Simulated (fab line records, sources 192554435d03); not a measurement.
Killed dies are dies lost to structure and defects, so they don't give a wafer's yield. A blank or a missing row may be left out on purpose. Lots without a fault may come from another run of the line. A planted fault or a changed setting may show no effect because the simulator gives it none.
Chamber matching | flow n5_finfet | N5_MIM_TOP_ETCH_STRIP_01 on rie_diel-06: 4 sister chambers
The step strips in O2. 22 wafers are shown with their chamber, then 11 later ones without.

WAFERS WITH THEIR CHAMBER
wafer  | chamber | drypump_motor_current_A (A) | showerhead_plenum_p_Torr (Torr) | oes_product_au (a.u.)
L074.1 | 2       | 6.8                         | 2.02                            | 0.76
L074.2 | 3       | 5.1                         | 2.00                            | 0.72
L074.5 | 0       | 5.7                         | 2.19                            | 0.68
L076.1 | 2       | 6.7                         | 2.02                            | 0.74
L076.2 | 1       | 5.7                         | 2.17                            | 0.67
L076.3 | 0       | 5.7                         | 2.19                            | 0.65
L077.3 | 3       | 5.2                         | 1.99                            | 0.71
L077.4 | 0       | 5.7                         | 2.19                            | 0.67
L077.5 | 3       | 5.2                         | 1.99                            | 0.71
L080.2 | 3       | 5.2                         | 1.99                            | 0.71
L080.3 | 2       | 6.7                         | 2.02                            | 0.75
L080.4 | 1       | 5.7                         | 2.17                            | 0.67
L081.1 | 2       | 6.7                         | 2.01                            | 0.77
L081.3 | 1       | 5.7                         | 2.17                            | 0.66
L081.6 | 0       | 5.8                         | 2.19                            | 0.65
L084.3 | 0       | 5.7                         | 2.18                            | 0.68
L084.5 | 2       | 6.7                         | 2.01                            | 0.76
L084.6 | 1       | 5.7                         | 2.17                            | 0.66
L088.1 | 2       | 6.7                         | 2.01                            | 0.76
L088.2 | 3       | 5.2                         | 2.25                            | 0.98
L088.5 | 3       | 5.1                         | 2.25                            | 0.97
L089.2 | 2       | 6.8                         | 2.01                            | 0.74

SIGNATURES (means of the wafers above)
reading                  | chamber 0 | chamber 1 | chamber 2 | chamber 3 | scatter within a chamber
drypump_motor_current_A  | 5.720     | 5.700     | 6.729     | 5.167     | 0.0445
showerhead_plenum_p_Torr | 2.1880    | 2.1700    | 2.0143    | 2.0783    | 0.0702
oes_product_au           | 0.6660    | 0.6650    | 0.7543    | 0.8000    | 0.0722
Rule: a wafer's distance from a chamber is the root of the sum, over the readings, of the square of ((its reading less the chamber's mean) divided by the reading's scatter). The wafer belongs to the nearest chamber; if the next one is less than 2 further off, it can't be placed. The scatter: the root of (the sum of the squares of (reading less its chamber's mean) over the shown wafers, divided by (wafers less chambers)).

WAFERS WITHOUT THEIR CHAMBER
wafer  | drypump_motor_current_A (A) | showerhead_plenum_p_Torr (Torr) | oes_product_au (a.u.)
L089.5 | 5.7                         | 2.16                            | 0.95
L089.6 | 6.8                         | 2.01                            | 0.71
L092.1 | 5.2                         | 2.25                            | 0.94
L092.2 | 6.7                         | 2.01                            | 0.72
L092.5 | 5.7                         | 2.16                            | 0.94
L094.2 | 5.2                         | 2.25                            | 0.94
L094.3 | 5.8                         | 2.18                            | 0.92
L094.4 | 5.7                         | 2.16                            | 0.93
L093.1 | 5.7                         | 2.18                            | 0.93
L093.4 | 5.7                         | 2.16                            | 0.92
L093.5 | 6.7                         | 2.00                            | 0.74

WHICH CHAMBER EACH WENT THROUGH
wafer  | from the rows above     | in truth
L089.5 | can't be placed: 1 or 0 | 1
L089.6 | 2                       | 2
L092.1 | 3                       | 3
L092.2 | 2                       | 2
L092.5 | can't be placed: 1 or 0 | 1
L094.2 | 3                       | 3
L094.3 | can't be placed: 0 or 1 | 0
L094.4 | can't be placed: 1 or 0 | 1
L093.1 | can't be placed: 1 or 0 | 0
L093.4 | can't be placed: 1 or 0 | 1
L093.5 | 2                       | 2
Placed correctly: 5 of 11. Can't be placed from these rows: 6 (the true chamber is among the candidates in 6). Placed wrongly: 0.
